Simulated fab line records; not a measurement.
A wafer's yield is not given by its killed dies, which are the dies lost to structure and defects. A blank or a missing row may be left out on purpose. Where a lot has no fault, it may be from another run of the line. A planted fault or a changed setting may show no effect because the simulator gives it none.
Which tool did it? / flow n5_finfet / 30 wafers sampled from 10 lots at 1 step of a route of 1938

WHAT THE GAUGES SHOWED, per wafer
N5_SDB_INSPECT_36: inspects for defects (darkfield).
lot=L518; measured=day 4 01:19; on=defect_inspect-01; raw_defect_count=32 14 26
lot=L519; measured=day 4 05:02; on=defect_inspect-01; raw_defect_count=52 28 26
lot=L521; measured=day 4 15:27; on=defect_inspect-02; raw_defect_count=93 53 40
lot=L526; measured=day 5 21:49; on=defect_inspect-02; raw_defect_count=39 28 66
lot=L529; measured=day 6 16:39; on=defect_inspect-02; raw_defect_count=23 40 43
lot=L530; measured=day 7 04:51; on=defect_inspect-02; raw_defect_count=65 27 51
lot=L534; measured=day 7 21:01; on=defect_inspect-01; raw_defect_count=39 67 35
lot=L537; measured=day 8 18:06; on=defect_inspect-01; raw_defect_count=38 27 41
lot=L539; measured=day 9 05:59; on=defect_inspect-02; raw_defect_count=38 41 18
lot=L540; measured=day 9 11:02; on=defect_inspect-02; raw_defect_count=43 38 37

EACH LOT AND THE TOOL THAT RAN IT (in order: tool; ch and the chambers of the sampled wafers; start)
The record holds no process step before these readings.

THE ANSWER, worked out from the rows above alone
Rule: the lots themselves supply what counts as usual. Put in order of their means at a reading, lots are off if they are a third of the lots or fewer, leave a main group of 4 or more, and stand apart from it by a gap of 3 or more times the standard deviation of the main group's means; of several such gaps the widest counts. A main group is skipped when, at the precision printed for the reading in the tables above, its means are all equal. Also off: a lot with no number at a reading for which 4 or more lots have one. Where the step has rows for the other lots, those lots are counted as sound.
None of the lots is off at any reading shown; this tells nothing.

WHAT THE SIMULATOR HAD INSERTED
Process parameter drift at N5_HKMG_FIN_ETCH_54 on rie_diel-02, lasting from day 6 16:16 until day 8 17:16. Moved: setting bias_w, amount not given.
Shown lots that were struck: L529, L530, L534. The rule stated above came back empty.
